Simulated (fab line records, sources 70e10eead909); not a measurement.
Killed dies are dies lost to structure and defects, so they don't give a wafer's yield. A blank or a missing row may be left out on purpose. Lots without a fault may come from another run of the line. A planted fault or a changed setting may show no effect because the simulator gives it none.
A struck lot beside a sound one | flow nand_harc | 24 steps out of a route of 1302
Sound: wafers L277.2, L277.5, L277.6. Struck: wafers L292.3, L292.4, L292.5. The cause comes at the end.
At each step with rows: each side's tool, then ch and its chambers, then its first start. Under that, the readings that differ: sound wafers | struck wafers | difference of the means | sigmas: that difference in standard deviations of wafers without a fault.
alike: readings whose means differ by less than 2 such deviations, and words and numbers that are the same on both sides. not compared: withheld readings, readings that some wafer has no value for, bounds like >300 that may hide the same value, and numbers for which the record gives no deviation and whose values overlap.
The two part at a step that has a row with sigmas, a row that says differs or no value, or rows on one side only. Numbers that don't overlap but have no deviation are shown without sigmas and don't part them. A reading that every wafer of one side lacks parts them only if that side has two wafers or more.

first, 1 step without rows for these wafers: NHARC_P_CONTACT_DEP_30 (deposits SiNx, target thk 30 nm).
NHARC_P_CONTACT_DEP_00: deposits SiO2, target thk 500 nm.
  sound on pecvd-02 ch 1,2; struck on pecvd-03 ch 1,2
  alike: heater_power_w, rf_fwd_power_W, throttle_valve_pct
NHARC_P_CONTACT_CMP_01: polishes SiO2, target thk 200 nm.
  sound on cmp-03 ch 0,2,3, day 5 21:04; struck on cmp-03 ch 0,1, day 12 01:25
  alike: motor_current_A
then, 8 steps without rows for these wafers: NHARC_P_CONTACT_SRD_03; NHARC_P_CONTACT_DEHYDRATE_04 (time 120 s); NHARC_P_CONTACT_HMDS_05 (time 30 s); NHARC_P_CONTACT_COAT_33 (time 75 s); NHARC_P_CONTACT_COAT_34 (time 65 s); NHARC_P_CONTACT_COAT_06 (resist thk 90 nm); NHARC_P_CONTACT_SOFTBAKE_07 (time 55 s); NHARC_P_CONTACT_EBR_08.
NHARC_P_CONTACT_EXPOSE_09: exposes mask P CA, target cd 90 nm.
  sound on arfi_scanner-03 ch 0, day 5 21:43; struck on arfi_scanner-01 ch 0, day 12 02:06
  reading              | sound             | struck               | difference | sigmas
  exposure_dose_mJ_cm2 | 81.22 81.25 81.16 | 118.53 118.44 118.47 | +37.27     | +99 or more
  alike: mask, reticle_temp_C
then, 2 steps without rows for these wafers: NHARC_P_CONTACT_PEB_10 (peb time 65 s); NHARC_P_CONTACT_DEVELOP_11 (develop time 35 s).
NHARC_P_CONTACT_CD_MEAS_12: target cd 90 nm.
  sound on cd_sem-03 ch 0, day 5 21:51; struck on cd_sem-03 ch 0, day 12 02:14
  reading    | sound          | struck            | difference | sigmas
  cd_nm (nm) | 88.9 90.2 89.8 | 114.6 115.0 113.9 | +24.9      | +36
NHARC_P_CONTACT_OVL_MEAS_13:
  sound on overlay-01, day 5 21:56; struck on overlay-02, day 12 02:19
  alike: overlay_x_nm, overlay_y_nm
NHARC_P_CONTACT_INSPECT_14:
  sound on defect_inspect-01, day 5 21:59; struck on defect_inspect-01, day 12 02:22
  alike: raw_defect_count
NHARC_P_CONTACT_DESCUM_17: chemistry O2, time 3 s.
  sound on rie_diel-12 ch 0,3, day 5 22:03; struck on rie_diel-10 ch 0,3, day 12 02:26
  reading                    | sound             | struck            | difference | sigmas
  model.P_CONTACT.cd_nm (nm) | 88.83 90.34 90.14 | 114.5 114.9 113.7 | +24.6      |
  alike: drypump_motor_current_A, oes_product_au, rf_vpp_V, showerhead_plenum_p_Torr, throttle_valve_pct
  not compared: rf_hours_counter_h
NHARC_P_CONTACT_ETCH_35: etches the open film in CF4, target depth 39 nm, time 65 s.
  sound on rie_diel-12 ch 0,1, day 5 22:07; struck on rie_diel-10 ch 2,3, day 12 02:32
  alike: cf4_flow_sccm, drypump_motor_current_A, oes_product_au, rf_fwd_power_W, rf_vpp_V, showerhead_plenum_p_Torr, throttle_valve_pct
  not compared: rf_hours_counter_h
NHARC_P_CONTACT_ETCH_36: etches the open film in N2/H2, target depth 260 nm, time 406.25 s.
  sound on rie_diel-12 ch 1,2,3; struck on rie_diel-10 ch 2,3
  alike: drypump_motor_current_A, n2_flow_sccm, oes_product_au, rf_fwd_power_W, rf_vpp_V, showerhead_plenum_p_Torr, throttle_valve_pct
  not compared: rf_hours_counter_h
NHARC_P_CONTACT_ETCH_18: etches the open film in C4F8/O2/Ar, target depth 481 nm, time 240.5 s.
  sound on rie_diel-12 ch 1,2,3; struck on rie_diel-10 ch 0,2
  alike: oes_product_au, rf_fwd_power_W, rf_vpp_V
  not compared: rf_hours_counter_h
then, 1 step without rows for these wafers: NHARC_P_CONTACT_STRIP_37 (strips in C4F8/O2/Ar).
NHARC_P_CONTACT_ETCH_31: etches the open film in CH3F/O2, target depth 30 nm, time 85.7 s.
  sound on rie_diel-12 ch 2,3; struck on rie_diel-10 ch 2,3
  reading                    | sound            | struck          | difference | sigmas
  model.P_CONTACT.cd_nm (nm) | 89.8 90.23 89.67 | 114.8 114.6 114 | +24.6      |
  alike: drypump_motor_current_A, oes_product_au, rf_fwd_power_W, rf_vpp_V, showerhead_plenum_p_Torr, throttle_valve_pct
  not compared: rf_hours_counter_h
NHARC_P_CONTACT_CD_MEAS_19:
  sound on cd_sem-01, day 5 22:55; struck on cd_sem-02, day 12 03:27
  reading    | sound          | struck            | difference | sigmas
  cd_nm (nm) | 90.0 90.1 89.7 | 114.9 114.2 114.0 | +24.4      | +15

WHERE THEY PART
First at NHARC_P_CONTACT_EXPOSE_09; last, within this record, at NHARC_P_CONTACT_CD_MEAS_19.

WHY: what the simulator had put in
Process parameter drift: arfi_scanner-01, from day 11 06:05 on, at NHARC_P_CONTACT_EXPOSE_09. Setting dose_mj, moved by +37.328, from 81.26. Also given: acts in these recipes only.
